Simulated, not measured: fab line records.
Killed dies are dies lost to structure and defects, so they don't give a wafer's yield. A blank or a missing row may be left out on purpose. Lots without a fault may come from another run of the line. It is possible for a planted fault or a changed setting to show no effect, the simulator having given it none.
fab line records / flow n5Finfet
record: lots: 6 wafers: 18 lastDay: 17
route steps=1938 shown BEOL_M12@1618
lots untouched by any fault: they come from a run of this same line in which no faults occurred
startH: hours from the record's opening day to when the first of the lot's shown wafers began / waitH: time in hours since the lot's previous step / " unchanged from the row above / L1.1+2: a single row standing in for several wafers / - no value, or no start given / * or withheld: withheld / < > ~ a bound
route shown NAME@n: names a module that has steps shown in the file, with the first one's number in the route / usual: average and standard deviation across the fault-free wafers / same: alike in all rows / chamber/n: place in a boat / sites: each site's reading / _std_site: the standard deviation of these / _edge_site: outer sites' mean less inner sites' / radiusMm: for every site, how far away it sits from the centre of the wafer / mask NAME#n: copy n / behind: tool/chamber where the wafer was last shaped / hold: reason for holding the lot/hours on hold/outcome of the hold / device: whichever transistor did not switch (one of n, p or np) / end of line: tests of these same wafers at the route's end / where a step has no rows: the recipe by itself / killed: count of dies lost to structure and defects at first sort (not the wafer's yield) / map: shows each die of a wafer: x if killed, . if not, _ if none is there
set.NAME: the setting that was run; set.NAME@STEP: the one run at that earlier step / model.NAME: the simulator's own value behind a step, which no gauge read
lots at selected steps of the route; one table per step, one row per wafer
services: when a tool's chamber went out of use (startH, in hours from the record's first day, below 0 if earlier), for how many hours, and the reason
== steps ==
step: N5_BEOL_M12_STRIP_63
recipe: chemistry: N2/H2 powerW: 1000 tempC: 250 h2Frac: 0.65 overashFraction: 0.3 pressureMtorr: 1000 n2FlowSccm: 1750 h2FlowSccm: 3250
usual: drypumpMotorCurrentA: 5.41/0.13 heaterPowerW: 323/34 oesProductAu: 0.693/0.0044 stripTimeToEndpointS: 42.3/0.76
same: overashFraction: 0.3
lot.wafer=L919.2 tool=plasmaAsher-01 chamber=0 startH=255.25 waitH=- drypumpMotorCurrentA=5.20 heaterPowerW=317 oesProductAu=0.683 rfHoursCounterH=73 stripTimeToEndpointS=42.4
lot.wafer=L919.4 tool=plasmaAsher-01 chamber=0 startH=255.25 waitH=- drypumpMotorCurrentA=5.18 heaterPowerW=312 oesProductAu=0.690 rfHoursCounterH=- stripTimeToEndpointS=41.0
lot.wafer=L919.6 tool=plasmaAsher-01 chamber=0 startH=255.25 waitH=- drypumpMotorCurrentA=5.19 heaterPowerW=305 oesProductAu=0.694 rfHoursCounterH=- stripTimeToEndpointS=43.4
lot.wafer=L923.2 tool=plasmaAsher-02 chamber=1 startH=280.01 waitH=- drypumpMotorCurrentA=5.48 heaterPowerW=327 oesProductAu=0.706 rfHoursCounterH=126 stripTimeToEndpointS=42.4
lot.wafer=L923.4 tool=plasmaAsher-02 chamber=0 startH=280.01 waitH=- drypumpMotorCurrentA=5.41 heaterPowerW=366 oesProductAu=0.694 rfHoursCounterH=- stripTimeToEndpointS=42.1
lot.wafer=L923.5 tool=plasmaAsher-02 chamber=1 startH=280.01 waitH=- drypumpMotorCurrentA=5.50 heaterPowerW=329 oesProductAu=0.699 rfHoursCounterH=- stripTimeToEndpointS=42.9
lot.wafer=L922.1 tool=plasmaAsher-01 chamber=1 startH=280.10 waitH=- drypumpMotorCurrentA=5.49 heaterPowerW=262 oesProductAu=0.696 rfHoursCounterH=79 stripTimeToEndpointS=42.5
lot.wafer=L922.2 tool=plasmaAsher-01 chamber=0 startH=280.10 waitH=- drypumpMotorCurrentA=5.18 heaterPowerW=314 oesProductAu=0.689 rfHoursCounterH=79 stripTimeToEndpointS=43.1
lot.wafer=L922.4 tool=plasmaAsher-01 chamber=1 startH=280.10 waitH=- drypumpMotorCurrentA=5.54 heaterPowerW=270 oesProductAu=0.692 rfHoursCounterH=- stripTimeToEndpointS=42.1
lot.wafer=L924.1 tool=plasmaAsher-02 chamber=0 startH=282.92 waitH=- drypumpMotorCurrentA=5.38 heaterPowerW=360 oesProductAu=0.693 rfHoursCounterH=127 stripTimeToEndpointS=42.5
lot.wafer=L924.3 tool=plasmaAsher-02 chamber=1 startH=282.92 waitH=- drypumpMotorCurrentA=5.48 heaterPowerW=330 oesProductAu=0.696 rfHoursCounterH=- stripTimeToEndpointS=42.8
lot.wafer=L924.4 tool=plasmaAsher-02 chamber=0 startH=282.92 waitH=- drypumpMotorCurrentA=5.41 heaterPowerW=361 oesProductAu=0.686 rfHoursCounterH=- stripTimeToEndpointS=42.4
lot.wafer=L934.2 tool=plasmaAsher-02 chamber=1 startH=350.37 waitH=- drypumpMotorCurrentA=5.49 heaterPowerW=333 oesProductAu=0.693 rfHoursCounterH=139 stripTimeToEndpointS=42.7
lot.wafer=L934.3 tool=plasmaAsher-02 chamber=0 startH=350.37 waitH=- drypumpMotorCurrentA=5.36 heaterPowerW=362 oesProductAu=0.693 rfHoursCounterH=- stripTimeToEndpointS=42.7
lot.wafer=L934.5 tool=plasmaAsher-02 chamber=0 startH=350.37 waitH=- drypumpMotorCurrentA=5.34 heaterPowerW=369 oesProductAu=0.688 rfHoursCounterH=- stripTimeToEndpointS=43.0
lot.wafer=L936.1 tool=plasmaAsher-02 chamber=1 startH=366.59 waitH=- drypumpMotorCurrentA=5.47 heaterPowerW=333 oesProductAu=0.686 rfHoursCounterH=141 stripTimeToEndpointS=43.2
lot.wafer=L936.2 tool=plasmaAsher-02 chamber=0 startH=366.59 waitH=- drypumpMotorCurrentA=5.42 heaterPowerW=354 oesProductAu=0.691 rfHoursCounterH=141 stripTimeToEndpointS=41.8
lot.wafer=L936.4 tool=plasmaAsher-02 chamber=1 startH=366.59 waitH=- drypumpMotorCurrentA=5.49 heaterPowerW=332 oesProductAu=0.692 rfHoursCounterH=- stripTimeToEndpointS=41.6
step: N5_BEOL_M12_STRIP_64
recipe: chemistry: N2/H2 powerW: 1000 tempC: 250 h2Frac: 0.65 overashFraction: 0.3 pressureMtorr: withheld n2FlowSccm: 1750 h2FlowSccm: 3250
usual: drypumpMotorCurrentA: 5.42/0.13 heaterPowerW: 324/34 oesProductAu: 0.715/0.0044 stripTimeToEndpointS: 31.33/0.073
same: overashFraction: 0.3
lot.wafer=L919.2 tool=plasmaAsher-01 chamber=0 startH=255.31 waitH=0.0 drypumpMotorCurrentA=5.19 heaterPowerW=309 oesProductAu=0.707 rfHoursCounterH=73 stripTimeToEndpointS=31.37
lot.wafer=L919.4 tool=plasmaAsher-01 chamber=0 startH=255.31 waitH=0.0 drypumpMotorCurrentA=5.19 heaterPowerW=322 oesProductAu=0.712 rfHoursCounterH=- stripTimeToEndpointS=31.38
lot.wafer=L919.6 tool=plasmaAsher-01 chamber=0 startH=255.31 waitH=0.0 drypumpMotorCurrentA=5.19 heaterPowerW=314 oesProductAu=0.709 rfHoursCounterH=- stripTimeToEndpointS=31.37
lot.wafer=L923.2 tool=plasmaAsher-02 chamber=1 startH=280.07 waitH=0.0 drypumpMotorCurrentA=5.52 heaterPowerW=327 oesProductAu=0.715 rfHoursCounterH=126 stripTimeToEndpointS=31.36
lot.wafer=L923.4 tool=plasmaAsher-02 chamber=0 startH=280.07 waitH=0.0 drypumpMotorCurrentA=5.41 heaterPowerW=372 oesProductAu=0.717 rfHoursCounterH=- stripTimeToEndpointS=31.33
lot.wafer=L923.5 tool=plasmaAsher-02 chamber=1 startH=280.07 waitH=0.0 drypumpMotorCurrentA=5.52 heaterPowerW=334 oesProductAu=0.715 rfHoursCounterH=- stripTimeToEndpointS=31.30
lot.wafer=L922.1 tool=plasmaAsher-01 chamber=1 startH=280.16 waitH=0.0 drypumpMotorCurrentA=5.58 heaterPowerW=262 oesProductAu=0.717 rfHoursCounterH=79 stripTimeToEndpointS=31.33
lot.wafer=L922.2 tool=plasmaAsher-01 chamber=0 startH=280.16 waitH=0.0 drypumpMotorCurrentA=5.19 heaterPowerW=315 oesProductAu=0.717 rfHoursCounterH=79 stripTimeToEndpointS=31.37
lot.wafer=L922.4 tool=plasmaAsher-01 chamber=1 startH=280.16 waitH=0.0 drypumpMotorCurrentA=5.56 heaterPowerW=268 oesProductAu=0.727 rfHoursCounterH=- stripTimeToEndpointS=31.41
lot.wafer=L924.1 tool=plasmaAsher-02 chamber=0 startH=282.98 waitH=0.0 drypumpMotorCurrentA=5.39 heaterPowerW=365 oesProductAu=0.715 rfHoursCounterH=127 stripTimeToEndpointS=31.33
lot.wafer=L924.3 tool=plasmaAsher-02 chamber=1 startH=282.98 waitH=0.0 drypumpMotorCurrentA=5.49 heaterPowerW=331 oesProductAu=0.711 rfHoursCounterH=- stripTimeToEndpointS=31.30
lot.wafer=L924.4 tool=plasmaAsher-02 chamber=0 startH=282.98 waitH=0.0 drypumpMotorCurrentA=5.37 heaterPowerW=371 oesProductAu=0.709 rfHoursCounterH=- stripTimeToEndpointS=31.35
lot.wafer=L934.2 tool=plasmaAsher-02 chamber=1 startH=350.43 waitH=0.0 drypumpMotorCurrentA=5.52 heaterPowerW=327 oesProductAu=0.719 rfHoursCounterH=139 stripTimeToEndpointS=31.32
lot.wafer=L934.3 tool=plasmaAsher-02 chamber=0 startH=350.43 waitH=0.0 drypumpMotorCurrentA=5.39 heaterPowerW=374 oesProductAu=0.716 rfHoursCounterH=- stripTimeToEndpointS=31.36
lot.wafer=L934.5 tool=plasmaAsher-02 chamber=0 startH=350.43 waitH=0.0 drypumpMotorCurrentA=5.40 heaterPowerW=360 oesProductAu=0.712 rfHoursCounterH=- stripTimeToEndpointS=31.28
lot.wafer=L936.1 tool=plasmaAsher-02 chamber=1 startH=366.65 waitH=0.0 drypumpMotorCurrentA=5.50 heaterPowerW=335 oesProductAu=0.719 rfHoursCounterH=141 stripTimeToEndpointS=31.40
lot.wafer=L936.2 tool=plasmaAsher-02 chamber=0 startH=366.65 waitH=0.0 drypumpMotorCurrentA=5.40 heaterPowerW=358 oesProductAu=0.712 rfHoursCounterH=141 stripTimeToEndpointS=31.31
lot.wafer=L936.4 tool=plasmaAsher-02 chamber=1 startH=366.65 waitH=0.0 drypumpMotorCurrentA=5.50 heaterPowerW=325 oesProductAu=0.716 rfHoursCounterH=- stripTimeToEndpointS=31.33
step: N5_BEOL_M12_STRIP_71
recipe: chemistry: postEtchResidueRemover timeS: 60 tempC: 25 removerPh: withheld removerWaterWtPct: withheld removerFluorideWtPct: withheld
step: N5_BEOL_M12_SRD_72
recipe: timeS: 30 tempC: 23 rinseLiquid: diw dry: n2Spin spinRpm: 1500 dryTimeS: 30
step: N5_BEOL_M12_CD_MEAS_17
recipe: targetCdNm: 140 polarity: opening
usual: cdNm: 140.5/2.7
lot.wafer=L919.2 tool=cdSem-02 chamber=- startH=255.46 waitH=0.0 cdNm=139.3
lot.wafer=L919.4 tool=cdSem-02 chamber=- startH=255.46 waitH=0.0 cdNm=141.9
lot.wafer=L919.6 tool=cdSem-02 chamber=- startH=255.46 waitH=0.0 cdNm=138.5
lot.wafer=L923.2 tool=cdSem-01 chamber=- startH=280.21 waitH=0.0 cdNm=140.0
lot.wafer=L923.4 tool=cdSem-01 chamber=- startH=280.21 waitH=0.0 cdNm=142.6
lot.wafer=L923.5 tool=cdSem-01 chamber=- startH=280.21 waitH=0.0 cdNm=141.2
lot.wafer=L922.1 tool=cdSem-01 chamber=- startH=280.31 waitH=0.0 cdNm=140.9
lot.wafer=L922.2 tool=cdSem-01 chamber=- startH=280.31 waitH=0.0 cdNm=138.9
lot.wafer=L922.4 tool=cdSem-01 chamber=- startH=280.31 waitH=0.0 cdNm=137.0
lot.wafer=L924.1 tool=cdSem-01 chamber=- startH=283.13 waitH=0.0 cdNm=133.3
lot.wafer=L924.3 tool=cdSem-01 chamber=- startH=283.13 waitH=0.0 cdNm=137.9
lot.wafer=L924.4 tool=cdSem-01 chamber=- startH=283.13 waitH=0.0 cdNm=139.4
lot.wafer=L934.2 tool=cdSem-01 chamber=- startH=350.58 waitH=0.0 cdNm=141.1
lot.wafer=L934.3 tool=cdSem-01 chamber=- startH=350.58 waitH=0.0 cdNm=142.7
lot.wafer=L934.5 tool=cdSem-01 chamber=- startH=350.58 waitH=0.0 cdNm=141.8
lot.wafer=L936.1 tool=cdSem-03 chamber=- startH=366.79 waitH=0.0 cdNm=138.8
lot.wafer=L936.2 tool=cdSem-03 chamber=- startH=366.79 waitH=0.0 cdNm=141.2
lot.wafer=L936.4 tool=cdSem-03 chamber=- startH=366.79 waitH=0.0 cdNm=141.5
step: N5_BEOL_M12_COAT_65
recipe: resist: SOC tempC: 250 timeS: 60 spinRpm: 1500 resistThkNm: 300
step: N5_BEOL_M12_COAT_66
recipe: resist: SiARC tempC: 220 timeS: 60 spinRpm: 1500 resistThkNm: 110
step: N5_BEOL_M12_COAT_22
recipe: spinRpm: 2888 resistThkNm: 300
step: N5_BEOL_M12_EBR_24
recipe: solvent: PGMEA ebrWidthMm: 1.5
step: N5_BEOL_M12_SOFTBAKE_23
recipe: tempC: 130 timeS: 60
step: N5_BEOL_M12_EXPOSE_25
recipe: maskId: M12 na: 0.93 sourceShape: conventional sigmaOuter: 0.4 polarization: unpolarized doseMj: 21.8
step: N5_BEOL_M12_PEB_26
recipe: pebTempC: 130 pebTimeS: 90
step: N5_BEOL_M12_DEVELOP_27
recipe: developTimeS: 45 rinseLiquid: diw dry: airSpin devTempC: 21
usual: chillPlateTempC: 23.02/0.1 developTimeS: 45/0 developerTempC: 21.01/0.093 resistLineTempC: 22.98/0.1
lot.wafer=L919.2 tool=lithoTrack-05 chamber=0 startH=255.80 waitH=- chillPlateTempC=23.16 developTimeS=45 developerTempC=20.98 resistLineTempC=22.82 model.coat_of_BEOL_M12_COAT_22.thkNm=286.8
lot.wafer=L919.4 tool=lithoTrack-05 chamber=0 startH=255.80 waitH=- chillPlateTempC=22.96 developTimeS=45 developerTempC=21.03 resistLineTempC=22.95 model.coat_of_BEOL_M12_COAT_22.thkNm=286.8
lot.wafer=L919.6 tool=lithoTrack-05 chamber=0 startH=255.80 waitH=- chillPlateTempC=23.01 developTimeS=45 developerTempC=20.86 resistLineTempC=22.89 model.coat_of_BEOL_M12_COAT_22.thkNm=286.8
lot.wafer=L923.2 tool=lithoTrack-02 chamber=0 startH=280.43 waitH=- chillPlateTempC=22.78 developTimeS=45 developerTempC=20.89 resistLineTempC=22.85 model.coat_of_BEOL_M12_COAT_22.thkNm=286.4
lot.wafer=L923.4 tool=lithoTrack-02 chamber=0 startH=280.43 waitH=- chillPlateTempC=23.03 developTimeS=45 developerTempC=21.09 resistLineTempC=22.89 model.coat_of_BEOL_M12_COAT_22.thkNm=285.8
lot.wafer=L923.5 tool=lithoTrack-02 chamber=0 startH=280.43 waitH=- chillPlateTempC=22.96 developTimeS=45 developerTempC=21.11 resistLineTempC=23.01 model.coat_of_BEOL_M12_COAT_22.thkNm=285.2
lot.wafer=L922.1 tool=lithoTrack-05 chamber=- startH=280.52 waitH=- chillPlateTempC=- developTimeS=- developerTempC=- resistLineTempC=- model.coat_of_BEOL_M12_COAT_22.thkNm=300.4
lot.wafer=L922.2 tool=lithoTrack-05 chamber=- startH=280.52 waitH=- chillPlateTempC=- developTimeS=- developerTempC=- resistLineTempC=- model.coat_of_BEOL_M12_COAT_22.thkNm=300.4
lot.wafer=L922.4 tool=lithoTrack-05 chamber=- startH=280.52 waitH=- chillPlateTempC=- developTimeS=- developerTempC=- resistLineTempC=- model.coat_of_BEOL_M12_COAT_22.thkNm=300.2
lot.wafer=L924.1 tool=lithoTrack-03 chamber=- startH=283.47 waitH=- chillPlateTempC=- developTimeS=- developerTempC=- resistLineTempC=- model.coat_of_BEOL_M12_COAT_22.thkNm=300.4
lot.wafer=L924.3 tool=lithoTrack-03 chamber=- startH=283.47 waitH=- chillPlateTempC=- developTimeS=- developerTempC=- resistLineTempC=- model.coat_of_BEOL_M12_COAT_22.thkNm=300
lot.wafer=L924.4 tool=lithoTrack-03 chamber=- startH=283.47 waitH=- chillPlateTempC=- developTimeS=- developerTempC=- resistLineTempC=- model.coat_of_BEOL_M12_COAT_22.thkNm=300.4
lot.wafer=L934.2 tool=lithoTrack-03 chamber=0 startH=350.92 waitH=- chillPlateTempC=23.05 developTimeS=45 developerTempC=20.90 resistLineTempC=23.01 model.coat_of_BEOL_M12_COAT_22.thkNm=285.2
lot.wafer=L934.3 tool=lithoTrack-03 chamber=0 startH=350.92 waitH=- chillPlateTempC=23.07 developTimeS=45 developerTempC=21.05 resistLineTempC=23.06 model.coat_of_BEOL_M12_COAT_22.thkNm=286
lot.wafer=L934.5 tool=lithoTrack-03 chamber=0 startH=350.92 waitH=- chillPlateTempC=23.08 developTimeS=45 developerTempC=20.99 resistLineTempC=22.91 model.coat_of_BEOL_M12_COAT_22.thkNm=285.6
lot.wafer=L936.1 tool=lithoTrack-03 chamber=0 startH=367.13 waitH=- chillPlateTempC=22.99 developTimeS=45 developerTempC=21.05 resistLineTempC=23.06 model.coat_of_BEOL_M12_COAT_22.thkNm=287.6
lot.wafer=L936.2 tool=lithoTrack-03 chamber=0 startH=367.13 waitH=- chillPlateTempC=22.88 developTimeS=45 developerTempC=20.86 resistLineTempC=23.09 model.coat_of_BEOL_M12_COAT_22.thkNm=287.2
lot.wafer=L936.4 tool=lithoTrack-03 chamber=0 startH=367.13 waitH=- chillPlateTempC=23.05 developTimeS=45 developerTempC=21.08 resistLineTempC=22.87 model.coat_of_BEOL_M12_COAT_22.thkNm=287.2
step: N5_BEOL_M12_HARDBAKE_32
recipe: tempC: 130 timeS: 120
== services ==
tool=lithoTrack-03 chamber=- startH=241.81 hours=- kind=consumableReplace:filter
tool=plasmaAsher-02 chamber=- startH=290.24 hours=1.8 kind=repair
tool=lithoTrack-05 chamber=- startH=321.95 hours=- kind=consumableReplace:filter
tool=lithoTrack-02 chamber=- startH=359.26 hours=- kind=consumableReplace:filter
== key ==
firstSign: step: N5_BEOL_M12_DEVELOP_27 reading: toolRecord direction: missing
effect none on later readings
modelEffect: step: N5_BEOL_M12_DEVELOP_27 value: coat_of_BEOL_M12_COAT_22.thkNm without: 287.1 struck: 300.3
metAt N5_BEOL_M12_DEVELOP_27
struckWafers L922.1,L922.2,L922.4,L924.1,L924.3,L924.4
laterRowsLeftOut L922.1,L922.2,L922.4,L924.1,L924.3,L924.4
sortLeftOut L922.1,L922.2,L922.4,L924.1,L924.3,L924.4
onsetBetween 255.80 280.52
fault: kind: skippedStepWhole tool: lithoTrack-03,lithoTrack-05 chamber: - onsetH: 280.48 steps: N5_BEOL_M12_DEVELOP_27 scope: struckLotsOnly
sortLeftOut: the simulated sort isn't trusted on such a fault, so these wafers' sort isn't shown, and their yield isn't known
laterRowsLeftOut: the simulator's readings of these wafers behind a module that went badly wrong aren't trusted and aren't shown, but for the sort
